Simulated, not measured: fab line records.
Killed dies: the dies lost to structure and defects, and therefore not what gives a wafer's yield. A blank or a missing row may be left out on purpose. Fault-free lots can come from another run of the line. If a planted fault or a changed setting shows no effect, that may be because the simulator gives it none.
Matching of chambers + flow nand harc + NHARC_A_STAIRCASE_ETCHBACK_157 on rie diel-11 has 4 sister chambers
The step etches the open film in CH3F/O2, target depth 90 nm, time 167.14 s. 4 wafers are shown with their chamber, then 8 later ones without.

WAFERS, EACH WITH ITS CHAMBER
| wafer  | chamber | showerhead plenum p Torr (Torr) |
|--------|---------|---------------------------------|
| L084.6 | 0       | 2.33                            |
| L093.1 | 1       | 2.61                            |
| L093.6 | 2       | 2.63                            |
| L092.1 | 3       | 2.29                            |

WAFERS WITH NO CHAMBER GIVEN
| wafer  | showerhead plenum p Torr (Torr) |
|--------|---------------------------------|
| L092.3 | 2.33                            |
| L092.4 | 2.63                            |
| L097.2 | 2.29                            |
| L097.4 | 2.60                            |
| L097.6 | 2.62                            |
| L094.1 | 2.60                            |
| L094.4 | 2.62                            |
| L094.6 | 2.60                            |

THE CHAMBER EACH PASSED THROUGH
| wafer  | from the rows above     | in truth |
|--------|-------------------------|----------|
| L092.3 | 0                       | 0        |
| L092.4 | 2                       | 2        |
| L097.2 | 3                       | 3        |
| L097.4 | 1                       | 1        |
| L097.6 | can't be placed: 2 or 1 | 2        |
| L094.1 | 1                       | 1        |
| L094.4 | can't be placed: 2 or 1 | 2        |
| L094.6 | 1                       | 1        |
Correctly placed: 6 of 8. Unplaceable from these rows: 2, with the true chamber sitting among the candidates in 2. Placed wrongly: 0.
How it was worked out, from the rows above alone: a wafer's distance from a chamber is the root of the sum, over the readings, of the square of ((its reading less the chamber's mean) divided by the reading's scatter). If the next closest chamber is less than 2 further off than the closest, the wafer can't be placed; otherwise it belongs to the closest. A chamber's mean is the mean of its shown wafers. The scatter: root of mean squared gap, hidden wafer to nearest shown wafer, with one shown wafer a chamber.
